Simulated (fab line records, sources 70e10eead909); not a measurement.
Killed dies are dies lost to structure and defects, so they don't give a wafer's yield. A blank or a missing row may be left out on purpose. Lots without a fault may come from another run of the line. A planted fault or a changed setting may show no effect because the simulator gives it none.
A struck lot beside a sound one | flow nand_harc | 20 steps out of a route of 1302
Sound: wafers L203.1, L203.2, L203.5. Struck: wafers L202.1, L202.5, L202.6. The cause comes at the end.
At each step with rows: each side's tool, then ch and its chambers, then its first start. Under that, the readings that differ: sound wafers | struck wafers | difference of the means | sigmas: that difference in standard deviations of wafers without a fault.
alike: readings whose means differ by less than 2 such deviations, and words and numbers that are the same on both sides. not compared: withheld readings, readings that some wafer has no value for, bounds like >300 that may hide the same value, and numbers for which the record gives no deviation and whose values overlap.
The two part at a step that has a row with sigmas, a row that says differs or no value, or rows on one side only. Numbers that don't overlap but have no deviation are shown without sigmas and don't part them. A reading that every wafer of one side lacks parts them only if that side has two wafers or more.

NHARC_P_ZERO_WELL_CD_MEAS_11: target cd 500 nm.
  sound on cd_sem-03 ch 0, day 3 13:14; struck on cd_sem-03 ch 0, day 3 03:13
  alike: cd_nm
then, 1 step without rows for these wafers: NHARC_P_ZERO_WELL_HARDBAKE_12 (time 65 s).
NHARC_P_ZERO_WELL_DESCUM_13: chemistry O2, time 3 s.
  sound on rie_diel-11 ch 0,1,3, day 3 13:24; struck on rie_diel-11 ch 1,2, day 3 03:23
  alike: drypump_motor_current_A, oes_product_au, rf_vpp_V, showerhead_plenum_p_Torr, throttle_valve_pct
  not compared: rf_hours_counter_h
NHARC_P_ZERO_WELL_ETCH_65: etches the open film in N2/H2, target depth 80 nm, overetch 24 nm, time 87.88 s.
  sound on rie_diel-11 ch 0,1, day 3 13:29; struck on rie_diel-11 ch 0,2,3, day 3 03:28
  alike: drypump_motor_current_A, n2_flow_sccm, oes_product_au, rf_fwd_power_W, rf_vpp_V, showerhead_plenum_p_Torr, throttle_valve_pct
  not compared: rf_hours_counter_h
NHARC_P_ZERO_WELL_ETCH_62: etches the open film in CHF3/Ar, target depth 13 nm, time 6.5 s.
  sound on rie_diel-11 ch 0,2,3; struck on rie_diel-11 ch 1,2,3
  alike: chf3_flow_sccm, drypump_motor_current_A, oes_product_au, rf_fwd_power_W, rf_vpp_V, showerhead_plenum_p_Torr, throttle_valve_pct
  not compared: rf_hours_counter_h
NHARC_P_ZERO_WELL_ETCH_63: etches the open film in HBr/Cl2, target depth 120 nm, time 40.1 s.
  sound on rie_si-04 ch 0,1,3, day 3 13:47; struck on rie_si-05 ch 0,3, day 3 03:38
  alike: drypump_motor_current_A, oes_product_au, rf_fwd_power_W, throttle_valve_pct
  not compared: rf_hours_counter_h
then, 6 steps without rows for these wafers: NHARC_P_ZERO_WELL_STRIP_15 (strips in SPM, time 900 s); NHARC_P_ZERO_WELL_DEHYDRATE_16 (time 120 s); NHARC_P_ZERO_WELL_HMDS_17 (time 30 s); NHARC_P_ZERO_WELL_COAT_18; NHARC_P_ZERO_WELL_SOFTBAKE_19 (time 95 s); NHARC_P_ZERO_WELL_EBR_20.
NHARC_P_ZERO_WELL_EXPOSE_21: exposes mask P NWELL, target cd 720 nm.
  sound on krf_scanner-04 ch 0, day 3 14:25; struck on krf_scanner-04 ch 0, day 3 04:19
  reading | sound                         | struck                                 | difference | sigmas
  mask    | P_NWELL#0 P_NWELL#0 P_NWELL#0 | P_NWELL_R1#0 P_NWELL_R1#0 P_NWELL_R1#0 | differs    |
then, 2 steps without rows for these wafers: NHARC_P_ZERO_WELL_PEB_22 (peb time 85 s); NHARC_P_ZERO_WELL_DEVELOP_23 (time 70 s).
NHARC_P_ZERO_WELL_CD_MEAS_24: target cd 720 nm.
  sound on cd_sem-03 ch 0, day 3 14:34; struck on cd_sem-03 ch 0, day 3 04:29
  reading    | sound             | struck            | difference | sigmas
  cd_nm (nm) | 718.4 721.1 723.8 | 708.7 705.0 706.6 | -14.3      | -7
then, 1 step without rows for these wafers: NHARC_P_ZERO_WELL_HARDBAKE_25 (time 80 s).
NHARC_P_ZERO_WELL_DESCUM_26: chemistry O2, time 3 s.
  sound on rie_diel-11 ch 0,3, day 3 14:45; struck on rie_diel-11 ch 1,2, day 3 04:39
  reading                      | sound           | struck          | difference | sigmas
  model.P_ZERO_WELL.cd_nm (nm) | 718.5 720.7 724 | 707.6 704 705.7 | -15.3      |
  alike: drypump_motor_current_A, oes_product_au, rf_vpp_V, showerhead_plenum_p_Torr, throttle_valve_pct
  not compared: rf_hours_counter_h
then, 1 step without rows for these wafers: NHARC_P_ZERO_WELL_IMPLANT_27.
-- the record jumps here: 23 days lie between the struck wafers' starts before and after (it left off in module P_ZERO_WELL and takes up again in module END, whose first step shown is number 1302 of the route) --
NHARC_END_SORT_01:
  the record has rows for the struck wafers here (prober-01 ch 0, day 25 20:07) and none for the sound ones

WHERE THEY PART
First at NHARC_P_ZERO_WELL_EXPOSE_21; last, within this record, at NHARC_END_SORT_01.

WHY: what the simulator had put in
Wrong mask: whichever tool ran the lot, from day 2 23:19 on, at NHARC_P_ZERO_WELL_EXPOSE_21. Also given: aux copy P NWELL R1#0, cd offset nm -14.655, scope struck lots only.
